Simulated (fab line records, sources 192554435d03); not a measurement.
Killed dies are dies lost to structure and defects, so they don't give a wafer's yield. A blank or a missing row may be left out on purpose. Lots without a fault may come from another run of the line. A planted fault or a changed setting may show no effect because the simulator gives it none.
Which tool did it? | flow n5_finfet | 24 lots, 72 wafers sampled, at 5 steps of a route of 1938

WHAT THE GAUGES READ, wafer by wafer
N5_MOL_CONTACT_COAG_CD_MEAS_101: target cd 16 nm. Usual: cd_nm 16.0 nm, standard deviation 0.34.
lot  | measured     | on        | cd_nm (nm)     | flag
L074 | day 5 05:14  | cd_sem-03 | 15.9 16.4 16.2 |
L075 | day 5 14:33  | cd_sem-01 | 15.8 15.7 15.4 |
L076 | day 5 16:47  | cd_sem-03 | 16.0 15.4 15.8 |
L078 | day 6 04:42  | cd_sem-02 | 16.3 15.6 15.8 |
L077 | day 6 05:02  | cd_sem-03 | 16.8 15.9 16.4 |
L079 | day 6 09:26  | cd_sem-03 | 15.7 15.3 15.9 |
L080 | day 6 19:21  | cd_sem-02 | 15.9 15.3 15.8 |
L081 | day 6 22:39  | cd_sem-02 | 15.6 15.8 16.0 |
L082 | day 7 10:49  | cd_sem-02 | 16.0 16.3 15.7 |
L083 | day 7 11:08  | cd_sem-03 | 16.2 15.4 16.2 |
L084 | day 7 14:00  | cd_sem-03 | 15.8 15.7 16.0 |
L085 | day 7 23:29  | cd_sem-02 | 16.1 16.1 16.1 |
L086 | day 8 08:49  | cd_sem-03 | 16.4 16.0 15.9 |
L087 | day 8 08:31  | cd_sem-02 | 15.9 15.7 15.7 |
L088 | day 9 00:38  | cd_sem-03 | 15.8 16.4 15.8 |
L089 | day 9 01:35  | cd_sem-02 | 15.7 15.5 16.0 |
L090 | day 9 10:26  | cd_sem-03 | 15.5 16.3 16.1 |
L091 | day 9 11:43  | cd_sem-03 | 15.9 16.2 16.1 |
L092 | day 9 16:55  | cd_sem-03 | 15.9 16.2 15.8 |
L093 | day 10 00:44 | cd_sem-03 | 16.2 16.0 16.2 |
L094 | day 10 01:05 | cd_sem-02 | 15.6 15.7 15.9 |
L095 | day 10 07:41 | cd_sem-03 | 15.9 16.1 16.0 |
L096 | day 10 15:49 | cd_sem-02 | 15.4 15.9 15.4 |
L097 | day 11 04:02 | cd_sem-03 | 15.8 16.7 16.2 |

WHICH TOOL RAN EACH LOT (tool, then ch and the chambers of the sampled wafers, then the start)
lot  | N5_MOL_CONTACT_COAG_TI_SIL_19 | N5_MOL_CONTACT_COAG_ANNEAL_113   | N5_MOL_CONTACT_COAG_DESCUM_45      | N5_MOL_CONTACT_COAG_STRIP_72
L074 | pvd_sputter-02, day 4 19:07   | rtp_anneal-02 ch 0, day 4 21:14  | rie_diel-05 ch 2,3, day 5 04:13    | rie_diel-06 ch 1,2,3, day 5 05:00
L075 | pvd_sputter-01, day 5 00:45   | rtp_anneal-02 ch 0, day 5 04:26  | rie_diel-02 ch 0,1,3, day 5 13:29  | rie_diel-06 ch 0,1,2, day 5 14:16
L076 | pvd_sputter-01, day 5 06:49   | rtp_anneal-01 ch 0, day 5 08:52  | rie_diel-02 ch 0,3, day 5 15:40    | rie_diel-05 ch 1,2,3, day 5 16:34
L078 | pvd_sputter-02, day 5 17:55   | rtp_anneal-02 ch 0, day 5 19:51  | rie_diel-02 ch 0,1, day 6 03:52    | rie_diel-02 ch 0,2, day 6 04:28
L077 | pvd_sputter-02, day 5 18:07   | rtp_anneal-01 ch 0, day 5 20:24  | rie_diel-05 ch 0,1,2, day 6 04:09  | rie_diel-02 ch 1,2, day 6 04:48
L079 | pvd_sputter-02, day 5 23:23   | rtp_anneal-01 ch 0, day 6 01:15  | rie_diel-06 ch 0,2,3, day 6 08:26  | rie_diel-06 ch 0,2, day 6 09:12
L080 | pvd_sputter-02, day 6 05:46   | rtp_anneal-02 ch 0, day 6 10:08  | rie_diel-06 ch 0,1,3, day 6 18:16  | rie_diel-06 ch 1,2,3, day 6 19:07
L081 | pvd_sputter-03, day 6 12:19   | rtp_anneal-01 ch 0, day 6 14:11  | rie_diel-05 ch 0,3, day 6 21:50    | rie_diel-06 ch 0,2, day 6 22:25
L082 | pvd_sputter-01, day 6 20:01   | rtp_anneal-02 ch 0, day 6 23:24  | rie_diel-02 ch 1,2,3, day 7 09:51  | rie_diel-06 ch 0,2,3, day 7 10:35
L083 | pvd_sputter-02, day 6 23:01   | rtp_anneal-01 ch 0, day 7 02:46  | rie_diel-05 ch 0,1,2, day 7 10:19  | rie_diel-02 ch 1,2,3, day 7 10:55
L084 | pvd_sputter-02, day 7 04:22   | rtp_anneal-02 ch 0, day 7 06:10  | rie_diel-02 ch 2,3, day 7 13:07    | rie_diel-06 ch 0,1,2, day 7 13:46
L085 | pvd_sputter-01, day 7 12:05   | rtp_anneal-01 ch 0, day 7 14:17  | rie_diel-06 ch 0,1,2, day 7 22:23  | rie_diel-06 ch 1,2,3, day 7 23:16
L086 | pvd_sputter-03, day 7 20:19   | rtp_anneal-02 ch 0, day 7 23:06  | rie_diel-06 ch 1,2, day 8 07:59    | rie_diel-06 ch 0,1,2, day 8 08:35
L087 | pvd_sputter-03, day 7 23:04   | rtp_anneal-01 ch 0, day 8 00:43  | rie_diel-06 ch 0,1,2, day 8 07:42  | rie_diel-05 ch 0,1,3, day 8 08:17
L088 | pvd_sputter-02, day 8 06:02   | rtp_anneal-01 ch 0, day 8 11:47  | rie_diel-02 ch 1,3, day 8 23:46    | rie_diel-06 ch 0,3, day 9 00:24
L089 | pvd_sputter-03, day 8 10:29   | rtp_anneal-02 ch 0, day 8 12:20  | rie_diel-02 ch 1,3, day 9 00:22    | rie_diel-06 ch 1,3, day 9 01:22
L090 | pvd_sputter-03, day 8 18:26   | rtp_anneal-02 ch 0, day 8 22:23  | rie_diel-05 ch 0,1,2, day 9 09:15  | rie_diel-06 ch 0,1, day 9 10:12
L091 | pvd_sputter-03, day 9 01:14   | rtp_anneal-02 ch 0, day 9 03:09  | rie_diel-06 ch 0,1,3, day 9 10:53  | rie_diel-02 ch 0,3, day 9 11:29
L092 | pvd_sputter-02, day 9 05:27   | rtp_anneal-02 ch 0, day 9 09:50  | rie_diel-02 ch 0,2,3, day 9 16:05  | rie_diel-06 ch 0,2,3, day 9 16:41
L093 | pvd_sputter-03, day 9 14:16   | rtp_anneal-02 ch 0, day 9 16:40  | rie_diel-06 ch 0,1, day 9 23:53    | rie_diel-02 ch 0,3, day 10 00:29
L094 | pvd_sputter-03, day 9 14:22   | rtp_anneal-01 ch 0, day 9 16:49  | rie_diel-05 ch 0,1, day 10 00:13   | rie_diel-02 ch 1,3, day 10 00:49
L095 | pvd_sputter-01, day 9 21:01   | rtp_anneal-02 ch 0, day 9 23:04  | rie_diel-02 ch 0,1,2, day 10 06:43 | rie_diel-02 ch 1,2,3, day 10 07:25
L096 | pvd_sputter-01, day 10 02:28  | rtp_anneal-02 ch 0, day 10 05:52 | rie_diel-05 ch 0,2,3, day 10 14:55 | rie_diel-06 ch 0,1,3, day 10 15:35
L097 | pvd_sputter-01, day 10 15:33  | rtp_anneal-01 ch 0, day 10 19:07 | rie_diel-02 ch 0,2,3, day 11 03:13 | rie_diel-02 ch 2,3, day 11 03:49
- N5_MOL_CONTACT_COAG_TI_SIL_19: material Ti, target thk 4.2 nm, time 15 s.
- N5_MOL_CONTACT_COAG_ANNEAL_113: time 300 s.
- N5_MOL_CONTACT_COAG_DESCUM_45: chemistry O2, time 7 s.
- N5_MOL_CONTACT_COAG_STRIP_72: strips in N2/H2.

WHAT THE TOOLS THEMSELVES READ (means of the sampled wafers that have a number; where no wafer has one, the mark that the record gives instead)
N5_MOL_CONTACT_COAG_TI_SIL_19. Usual: throttle_valve_pct 30.1 %, standard deviation 0.92.
lot  | tool           | throttle_valve_pct (%) | flag
L074 | pvd_sputter-02 | 30.3                   |
L075 | pvd_sputter-01 | 29.8                   |
L076 | pvd_sputter-01 | 30.6                   |
L078 | pvd_sputter-02 | 30.0                   |
L077 | pvd_sputter-02 | 30.2                   |
L079 | pvd_sputter-02 | 30.1                   |
L080 | pvd_sputter-02 | 30.3                   |
L081 | pvd_sputter-03 | 29.2                   |
L082 | pvd_sputter-01 | 31.0                   |
L083 | pvd_sputter-02 | 30.4                   |
L084 | pvd_sputter-02 | 30.4                   |
L085 | pvd_sputter-01 | 29.5                   |
L086 | pvd_sputter-03 | 30.6                   |
L087 | pvd_sputter-03 | 29.7                   |
L088 | pvd_sputter-02 | 30.4                   |
L089 | pvd_sputter-03 | 29.9                   |
L090 | pvd_sputter-03 | 30.0                   |
L091 | pvd_sputter-03 | 30.2                   |
L092 | pvd_sputter-02 | 30.2                   |
L093 | pvd_sputter-03 | 29.8                   |
L094 | pvd_sputter-03 | 29.0                   |
L095 | pvd_sputter-01 | 29.5                   |
L096 | pvd_sputter-01 | 30.4                   |
L097 | pvd_sputter-01 | 29.5                   |

N5_MOL_CONTACT_COAG_ANNEAL_113. Usual: anneal_temp_c_max 401.3, standard deviation 0.43; lamp_power_pct 2.54 %, standard deviation 0.17; wafer_temp_C_max 402.2, standard deviation 0.42.
lot  | tool          | anneal_temp_c_max | lamp_power_pct (%) | wafer_temp_C_max | flag
L074 | rtp_anneal-02 | 400.6             | 2.40               | 402.1            |
L075 | rtp_anneal-02 | 401.1             | 2.40               | 401.9            |
L076 | rtp_anneal-01 | 401.2             | 2.74               | 402.2            |
L078 | rtp_anneal-02 | 400.9             | 2.40               | 401.8            |
L077 | rtp_anneal-01 | 401.8             | 2.74               | 402.8            |
L079 | rtp_anneal-01 | 402.1             | 2.74               | 402.2            |
L080 | rtp_anneal-02 | 401.4             | 2.40               | 402.3            |
L081 | rtp_anneal-01 | 401.3             | 2.74               | 402.2            |
L082 | rtp_anneal-02 | 401.1             | 2.40               | 402.1            |
L083 | rtp_anneal-01 | 402.0             | 2.74               | 402.8            |
L084 | rtp_anneal-02 | 400.9             | 2.40               | 402.2            |
L085 | rtp_anneal-01 | 401.8             | 2.74               | 402.2            |
L086 | rtp_anneal-02 | 401.2             | 2.40               | 401.9            |
L087 | rtp_anneal-01 | 401.8             | 2.74               | 402.0            |
L088 | rtp_anneal-01 | 401.6             | 2.74               | 402.7            |
L089 | rtp_anneal-02 | 401.0             | 2.40               | 402.3            |
L090 | rtp_anneal-02 | 401.2             | 2.40               | 402.4            |
L091 | rtp_anneal-02 | 401.0             | 2.40               | 401.9            |
L092 | rtp_anneal-02 | 400.9             | 2.40               | 402.1            |
L093 | rtp_anneal-02 | 401.0             | 2.40               | 402.3            |
L094 | rtp_anneal-01 | 401.4             | 2.74               | 402.3            |
L095 | rtp_anneal-02 | 400.8             | 2.40               | 402.0            |
L096 | rtp_anneal-02 | 401.0             | 2.40               | 402.3            |
L097 | rtp_anneal-01 | 401.5             | 2.74               | 402.4            |

N5_MOL_CONTACT_COAG_DESCUM_45. Usual: drypump_motor_current_A 5.7 A, standard deviation 0.45; oes_product_au 0.79 a.u., standard deviation 0.096; rf_vpp_V 243.4 V, standard deviation 1.1; showerhead_plenum_p_Torr 2.11 Torr, standard deviation 0.051; throttle_valve_pct 20.45 %, standard deviation 0.23.
lot  | tool        | drypump_motor_current_A (A) | oes_product_au (a.u.) | rf_vpp_V (V) | showerhead_plenum_p_Torr (Torr) | throttle_valve_pct (%) | flag
L074 | rie_diel-05 | 5.4                         | 0.87                  | 243.6        | 2.12                            | 20.27                  |
L075 | rie_diel-02 | 5.5                         | 0.70                  | 242.9        | 2.07                            | 20.67                  |
L076 | rie_diel-02 | 5.6                         | 0.70                  | 243.5        | 2.10                            | 20.75                  |
L078 | rie_diel-02 | 5.0                         | 0.71                  | 243.5        | 2.11                            | 20.61                  |
L077 | rie_diel-05 | 5.7                         | 0.73                  | 242.6        | 2.09                            | 20.59                  |
L079 | rie_diel-06 | 6.0                         | 0.80                  | 243.7        | 2.10                            | 20.44                  |
L080 | rie_diel-06 | 5.8                         | 0.85                  | 244.2        | 2.11                            | 20.30                  |
L081 | rie_diel-05 | 5.6                         | 0.86                  | 243.3        | 2.12                            | 20.38                  |
L082 | rie_diel-02 | 5.7                         | 0.86                  | 244.5        | 2.14                            | 20.37                  |
L083 | rie_diel-05 | 5.7                         | 0.73                  | 243.2        | 2.09                            | 20.62                  |
L084 | rie_diel-02 | 6.0                         | 0.91                  | 244.2        | 2.16                            | 20.33                  |
L085 | rie_diel-06 | 6.0                         | 0.83                  | 244.2        | 2.10                            | 20.26                  |
L086 | rie_diel-06 | 5.9                         | 0.81                  | 243.2        | 2.09                            | 20.14                  |
L087 | rie_diel-06 | 5.9                         | 0.83                  | 243.6        | 2.10                            | 20.27                  |
L088 | rie_diel-02 | 5.5                         | 0.78                  | 242.8        | 2.12                            | 20.44                  |
L089 | rie_diel-02 | 5.4                         | 0.77                  | 243.1        | 2.12                            | 20.45                  |
L090 | rie_diel-05 | 5.7                         | 0.70                  | 243.4        | 2.08                            | 20.65                  |
L091 | rie_diel-06 | 5.8                         | 0.82                  | 242.9        | 2.11                            | 20.33                  |
L092 | rie_diel-02 | 5.8                         | 0.81                  | 245.0        | 2.17                            | 20.50                  |
L093 | rie_diel-06 | 5.8                         | 0.87                  | 243.2        | 2.12                            | 20.27                  |
L094 | rie_diel-05 | 6.0                         | 0.72                  | 242.9        | 2.09                            | 20.75                  |
L095 | rie_diel-02 | 5.3                         | 0.74                  | 243.5        | 2.12                            | 20.59                  |
L096 | rie_diel-05 | 5.7                         | 0.74                  | 242.8        | 2.10                            | 20.52                  |
L097 | rie_diel-02 | 5.8                         | 0.79                  | 244.1        | 2.16                            | 20.52                  |

N5_MOL_CONTACT_COAG_STRIP_72. Usual: drypump_motor_current_A 5.8 A, standard deviation 0.42; oes_product_au 0.80 a.u., standard deviation 0.091; rf_vpp_V 59.1 V, standard deviation 2; showerhead_plenum_p_Torr 2.56 Torr, standard deviation 0.055; throttle_valve_pct 23.59 %, standard deviation 0.25.
lot  | tool        | drypump_motor_current_A (A) | oes_product_au (a.u.) | rf_vpp_V (V) | showerhead_plenum_p_Torr (Torr) | throttle_valve_pct (%) | flag
L074 | rie_diel-06 | 5.9                         | 0.80                  | 56.6         | 2.55                            | 23.46                  |
L075 | rie_diel-06 | 6.0                         | 0.85                  | 59.0         | 2.57                            | 23.65                  |
L076 | rie_diel-05 | 5.4                         | 0.80                  | 57.9         | 2.56                            | 23.69                  |
L078 | rie_diel-02 | 5.4                         | 0.77                  | 57.0         | 2.60                            | 23.79                  |
L077 | rie_diel-02 | 5.3                         | 0.77                  | 58.0         | 2.53                            | 23.58                  |
L079 | rie_diel-06 | 6.1                         | 0.79                  | 59.8         | 2.53                            | 23.65                  |
L080 | rie_diel-06 | 6.0                         | 0.78                  | 59.1         | 2.55                            | 23.48                  |
L081 | rie_diel-06 | 6.0                         | 0.84                  | 58.3         | 2.56                            | 23.77                  |
L082 | rie_diel-06 | 6.0                         | 0.78                  | 59.7         | 2.53                            | 23.59                  |
L083 | rie_diel-02 | 5.7                         | 0.86                  | 60.7         | 2.59                            | 23.39                  |
L084 | rie_diel-06 | 5.9                         | 0.82                  | 61.1         | 2.56                            | 23.65                  |
L085 | rie_diel-06 | 5.9                         | 0.76                  | 62.5         | 2.54                            | 23.49                  |
L086 | rie_diel-06 | 5.9                         | 0.82                  | 59.9         | 2.56                            | 23.65                  |
L087 | rie_diel-05 | 5.7                         | 0.79                  | 58.3         | 2.55                            | 23.82                  |
L088 | rie_diel-06 | 5.8                         | 0.78                  | 58.4         | 2.53                            | 23.59                  |
L089 | rie_diel-06 | 5.8                         | 0.76                  | 58.9         | 2.54                            | 23.48                  |
L090 | rie_diel-06 | 5.8                         | 0.87                  | 59.2         | 2.58                            | 23.77                  |
L091 | rie_diel-02 | 6.0                         | 0.85                  | 61.0         | 2.65                            | 23.33                  |
L092 | rie_diel-06 | 6.0                         | 0.77                  | 59.6         | 2.52                            | 23.63                  |
L093 | rie_diel-02 | 5.6                         | 0.76                  | 58.7         | 2.62                            | 23.64                  |
L094 | rie_diel-02 | 5.9                         | 0.84                  | 58.6         | 2.61                            | 23.20                  |
L095 | rie_diel-02 | 5.7                         | 0.81                  | 57.6         | 2.58                            | 23.42                  |
L096 | rie_diel-06 | 5.8                         | 0.81                  | 60.4         | 2.55                            | 23.65                  |
L097 | rie_diel-02 | 6.2                         | 0.86                  | 60.0         | 2.63                            | 23.23                  |

THE ANSWER, worked out from the rows above alone
Rule: a lot is off if the mean of its wafers that have a number lies more than 3 standard deviations from the usual mean. A lot without any number at a reading at which 4 lots or more have one is off too. The other lots that the step has rows for count as sound. The gauges are gone through in route order, then the tools' own readings, and for those a lot's mean is taken as printed above. The first step at which some lot is off is used, and at that step the reading that is off furthest; a lot without a number counts as furthest.
No lot is off at any reading shown: from this, nothing can be told.

WHAT THE SIMULATOR HAD PUT IN
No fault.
